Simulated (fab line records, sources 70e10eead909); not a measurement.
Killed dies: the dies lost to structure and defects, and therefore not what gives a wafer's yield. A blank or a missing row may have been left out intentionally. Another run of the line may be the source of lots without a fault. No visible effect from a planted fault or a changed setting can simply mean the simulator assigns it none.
Matching of chambers || flow nand-harc || rie-diel-08 running NHARC_A_CONTACT_ETCH_102: 4 sister chambers
The step etches the open film in CF4/O2, target depth 100 nm, overetch 10 nm, time 55 s. 16 wafers are shown with their chamber, then 8 later ones without.

WAFERS WITH THEIR CHAMBER
{"wafer": "L076.1", "chamber": 2, "drypump-motor-current-A (A)": 5.58, "showerhead-plenum-p-Torr (Torr)": 1.30, "oes-product-au (a.u.)": 1.005}
{"wafer": "L076.2", "chamber": 3, "drypump-motor-current-A (A)": 5.88, "showerhead-plenum-p-Torr (Torr)": 1.31, "oes-product-au (a.u.)": 1.009}
{"wafer": "L076.5", "chamber": 1, "drypump-motor-current-A (A)": 5.60, "showerhead-plenum-p-Torr (Torr)": 1.38, "oes-product-au (a.u.)": 1.009}
{"wafer": "L074.3", "chamber": 2, "drypump-motor-current-A (A)": 5.57, "showerhead-plenum-p-Torr (Torr)": 1.30, "oes-product-au (a.u.)": 1.000}
{"wafer": "L074.4", "chamber": 1, "drypump-motor-current-A (A)": 5.58, "showerhead-plenum-p-Torr (Torr)": 1.38, "oes-product-au (a.u.)": 0.994}
{"wafer": "L074.5", "chamber": 3, "drypump-motor-current-A (A)": 5.83, "showerhead-plenum-p-Torr (Torr)": 1.31, "oes-product-au (a.u.)": 0.995}
{"wafer": "L084.1", "chamber": 3, "drypump-motor-current-A (A)": 5.81, "showerhead-plenum-p-Torr (Torr)": 1.30, "oes-product-au (a.u.)": 1.013}
{"wafer": "L084.3", "chamber": 2, "drypump-motor-current-A (A)": 5.57, "showerhead-plenum-p-Torr (Torr)": 1.30, "oes-product-au (a.u.)": 1.010}
{"wafer": "L084.5", "chamber": 0, "drypump-motor-current-A (A)": 5.34, "showerhead-plenum-p-Torr (Torr)": 1.34, "oes-product-au (a.u.)": 1.030}
{"wafer": "L082.1", "chamber": 3, "drypump-motor-current-A (A)": 5.87, "showerhead-plenum-p-Torr (Torr)": 1.30, "oes-product-au (a.u.)": 1.007}
{"wafer": "L082.5", "chamber": 1, "drypump-motor-current-A (A)": 5.60, "showerhead-plenum-p-Torr (Torr)": 1.37, "oes-product-au (a.u.)": 1.011}
{"wafer": "L082.6", "chamber": 0, "drypump-motor-current-A (A)": 5.35, "showerhead-plenum-p-Torr (Torr)": 1.34, "oes-product-au (a.u.)": 1.018}
{"wafer": "L083.1", "chamber": 3, "drypump-motor-current-A (A)": 5.83, "showerhead-plenum-p-Torr (Torr)": 1.30, "oes-product-au (a.u.)": 1.011}
{"wafer": "L083.3", "chamber": 2, "drypump-motor-current-A (A)": 5.56, "showerhead-plenum-p-Torr (Torr)": 1.30, "oes-product-au (a.u.)": 1.014}
{"wafer": "L083.4", "chamber": 0, "drypump-motor-current-A (A)": 5.36, "showerhead-plenum-p-Torr (Torr)": 1.34, "oes-product-au (a.u.)": 1.030}
{"wafer": "L087.1", "chamber": 3, "drypump-motor-current-A (A)": 5.81, "showerhead-plenum-p-Torr (Torr)": 1.30, "oes-product-au (a.u.)": 1.014}

SIGNATURES (means of the wafers above)
{"reading": "drypump-motor-current-A", "chamber 0": 5.3500, "chamber 1": 5.5933, "chamber 2": 5.5700, "chamber 3": 5.8383, "scatter within a chamber": 0.0207}
{"reading": "showerhead-plenum-p-Torr", "chamber 0": 1.3400, "chamber 1": 1.3767, "chamber 2": 1.3000, "chamber 3": 1.3033, "scatter within a chamber": 0.00408}
{"reading": "oes-product-au", "chamber 0": 1.02600, "chamber 1": 1.00467, "chamber 2": 1.00725, "chamber 3": 1.00817, "scatter within a chamber": 0.00719}
Rule: a wafer lies at a distance from a chamber equal to the root of the sum of squares, over the readings, of (its reading less the chamber's mean, divided by the reading's scatter). The wafer belongs to the nearest chamber; if the next one is less than 2 further off, it can't be placed. How the scatter is found: for the shown wafers, subtract from each reading the mean of its chamber, square and add these, divide the total by (wafers less chambers), then take the root.

WAFERS WITHOUT THEIR CHAMBER
{"wafer": "L087.4", "drypump-motor-current-A (A)": 5.35, "showerhead-plenum-p-Torr (Torr)": 1.34, "oes-product-au (a.u.)": 1.019}
{"wafer": "L087.6", "drypump-motor-current-A (A)": 5.60, "showerhead-plenum-p-Torr (Torr)": 1.29, "oes-product-au (a.u.)": 1.011}
{"wafer": "L097.1", "drypump-motor-current-A (A)": 5.59, "showerhead-plenum-p-Torr (Torr)": 1.29, "oes-product-au (a.u.)": 1.001}
{"wafer": "L097.2", "drypump-motor-current-A (A)": 5.61, "showerhead-plenum-p-Torr (Torr)": 1.36, "oes-product-au (a.u.)": 0.991}
{"wafer": "L097.5", "drypump-motor-current-A (A)": 5.60, "showerhead-plenum-p-Torr (Torr)": 1.36, "oes-product-au (a.u.)": 1.000}
{"wafer": "L096.1", "drypump-motor-current-A (A)": 5.58, "showerhead-plenum-p-Torr (Torr)": 1.29, "oes-product-au (a.u.)": 1.018}
{"wafer": "L096.3", "drypump-motor-current-A (A)": 5.33, "showerhead-plenum-p-Torr (Torr)": 1.33, "oes-product-au (a.u.)": 1.020}
{"wafer": "L096.6", "drypump-motor-current-A (A)": 5.34, "showerhead-plenum-p-Torr (Torr)": 1.33, "oes-product-au (a.u.)": 1.035}

CHAMBER TAKEN BY EACH
{"wafer": "L087.4", "from the rows above": 0, "in truth": 0}
{"wafer": "L087.6", "from the rows above": 2, "in truth": 2}
{"wafer": "L097.1", "from the rows above": 2, "in truth": 2}
{"wafer": "L097.2", "from the rows above": 1, "in truth": 1}
{"wafer": "L097.5", "from the rows above": 1, "in truth": 1}
{"wafer": "L096.1", "from the rows above": 2, "in truth": 2}
{"wafer": "L096.3", "from the rows above": 0, "in truth": 0}
{"wafer": "L096.6", "from the rows above": 0, "in truth": 0}
8 of 8 placed correctly. Number that these rows cannot place: 0. Number placed wrongly: 0.
